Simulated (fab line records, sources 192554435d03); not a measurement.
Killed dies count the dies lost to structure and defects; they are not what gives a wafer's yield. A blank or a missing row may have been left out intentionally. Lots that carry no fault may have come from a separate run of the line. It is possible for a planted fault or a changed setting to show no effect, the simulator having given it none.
A lot that was struck, set against a sound lot -- flow n5-finfet -- 24 out of 1938 route steps
Sound: these wafers, L955.3, L955.5, L955.6. Wafers L945.1, L945.2, L945.4 were the ones struck. The cause comes at the end.
Each step with rows lists, per side, the tool, then ch with its chambers, then its first start. Under that, the readings that differ: sound wafers -- struck wafers -- difference of the means -- sigmas: that difference in standard deviations of wafers without a fault.
alike: readings whose means differ by less than 2 such deviations, and words and numbers that are the same on both sides. not compared: withheld readings, readings that some wafer has no value for, bounds like >300 that may hide the same value, and numbers for which the record gives no deviation and whose values overlap.
The two part at a step that has a row with sigmas, a row that says differs or no value, or rows on one side only. Numbers that have no deviation but don't overlap get no sigmas and don't part them. Lack of a reading on every wafer of one side parts them only where that side has two or more wafers.

first, 11 steps without rows for these wafers: N5_FIN_SAQP_ETCH_65 (etches SiO2 in CF4, target depth 4 nm, time 4.4 s); N5_FIN_SAQP_MANDREL_ETCH_58 (etches a-Si in HBr/Cl2, stops on SiNx, target depth 45 nm, bt time 10 s, time 27 s); N5_FIN_SAQP_RECESS_63 (chemistry HF/NH3, target SiO2, target depth 18 nm, afs cycles 3, sublimation time 60 s); N5_FIN_SAQP_COAT_68 (time 60 s, resist thk 100 nm); N5_FIN_SAQP_ETCH_69 (etches SOC in N2/H2, stops on SiNx, target depth 150 nm); N5_FIN_SAQP_ETCH_67 (etches SiNx in CH3F/O2, target depth 30 nm); N5_FIN_SAQP_STRIP_70 (strips in N2/H2); N5_FIN_SAQP_RECESS_71 (chemistry HF/NH3, target SiO2, target depth 3 nm, afs cycles 1, sublimation time 60 s); N5_FIN_SAQP_SPACER2_ALD_28 (deposits SiO2, target thk 8.1 nm, pulse time 1 s, purge time 2 s); N5_FIN_SAQP_SPACER2_ETCHBACK_29 (etches SiO2 in CHF3/O2, target depth 12.2 nm, time 6.1 s); N5_FIN_SAQP_MANDREL2_REMOVE_60 (chemistry HBr/Cl2/O2, target a-Si, stops on SiNx, bt time 10 s).
N5_FIN_SAQP_HM_OPEN_33: chemistry CH3F/O2, target SiNx, target depth 49.4 nm, time 70.6 s.
  sound on rie-diel-01 ch 0,2,3, day 6 08:49; struck on rie-diel-02 ch 0,1,3, day 3 20:44
  no value came back on the struck wafers for any of 8 readings (CH3F_flow_sccm (sccm), O2_flow_sccm (sccm) and others); on the sound wafers CH3F_flow_sccm (sccm) reads 29.92 29.97 30.06
  not compared: rf-hours-counter-h
N5_FIN_SAQP_ETCH_34: etches SiO2 in C4F6/O2, target depth 45 nm, time 15 s.
  sound on rie-diel-01 ch 0,2,3, day 6 08:53; struck on rie-diel-02 ch 0,1,3, day 3 20:48
reading,sound,struck,difference,sigmas
etch-rf-on-time-s (s),14.9 15.1 15.1,37.5 37.5 37.5,+22.5,+72
oes-product-au (a.u.),0.66 0.66 0.59,0.29 0.25 0.30,-0.36,-8
  alike: drypump-motor-current-A, rf-vpp-V, showerhead-plenum-p-Torr, throttle-valve-pct
  not compared: rf-hours-counter-h
then, 1 step without rows for these wafers: N5_FIN_SAQP_STRIP_77 (strips in N2/H2, time 90 s).
N5_FIN_SAQP_HM_CD_35 targets a cd of 8 nm.
  sound: cd-sem-03 at day 6 09:02; struck: cd-sem-02 at day 3 20:57
reading,sound,struck,difference,sigmas
cd-nm (nm),8.05 8.38 8.41,- - -,no value on the struck wafers,
then, 2 steps without rows for these wafers: N5_FIN_SAQP_ETCH_64 (etches SiO2 in CF4, target depth 1.5 nm); N5_FIN_SAQP_FIN_ETCH_36 (etches the open film in HBr/Cl2/O2, target depth 120 nm, time 50.4 s).
N5_FIN_SAQP_CD_MEAS_37 targets a cd of 8 nm.
  sound: cd-sem-03 at day 6 09:14; struck: cd-sem-02 at day 3 21:08
reading,sound,struck,difference,sigmas
cd-nm (nm),8.37 7.95 8.24,- - -,no value on the struck wafers,
then, 3 steps without rows for these wafers: N5_FIN_SAQP_PRECLEAN_38 (cleans in O3/DIW, time 45 s); N5_FIN_SAQP_PRECLEAN_45 (cleans in dHF, time 10 s); N5_FIN_SAQP_SRD_39 (time 30 s).
N5_FIN_SAQP_OCD_MEAS_76:
  sound: ocd-01 at day 6 09:20; struck: ocd-02 at day 3 21:14
reading,sound,struck,difference,sigmas
trench-depth-nm (nm),118.3 118.1 118.4,0.4 0.1 0.4,-118.0,-79
N5_BEOL_M4_RC_MEAS_101:
  the record has rows for the sound wafers here (prober-02 ch 0, day 13 13:59) and none for the struck ones
-- here the record skips 11 days between the struck wafers' starts before and after, leaving off in module BEOL_M4 and picking up in module PASSIVATION (first step shown: number 1936 of the route) --
N5_PASSIVATION_PROBE_49:
  sound: prober-01 at day 18 01:22; struck: prober-02 at day 15 01:46
reading,sound,struck,difference,sigmas
defect-limited-yield (%),89.6 87.7 87.6,0 0 0,-88,-63
killed_at_M0_to_M3,43 60 76,21 40 36,-27,-2
killed-at-front-end,52 56 46,1138 1119 1116,+1073,+99 or more
killed-dies,123 145 146,1180 1180 1180,+1042,+65
killed-on-rim,14 25 28,152 152 152,+130,+31
killed-short,43 60 61,29 37 33,-22,-3
sort_bin_5_function (%),5.9 7.0 8.0,97.5 96.3 95.8,+89.6,+93
sort-n-pass,1057 1035 1033,0 0 0,-1042,-45
sort-yield-pct (%),89.6 87.7 87.5,0 0 0,-88,-46
  alike: killed_at_M4_up, killed-at-contacts, killed-at-other, killed-open, sort_bin_4_leakage, sort_bin_6_memory, sort_bin_8_speed

## WHERE THEY PART
Earliest at N5_FIN_SAQP_HM_OPEN_33; latest, in this record, at N5_PASSIVATION_PROBE_49.

WHY: whatever the simulator had introduced
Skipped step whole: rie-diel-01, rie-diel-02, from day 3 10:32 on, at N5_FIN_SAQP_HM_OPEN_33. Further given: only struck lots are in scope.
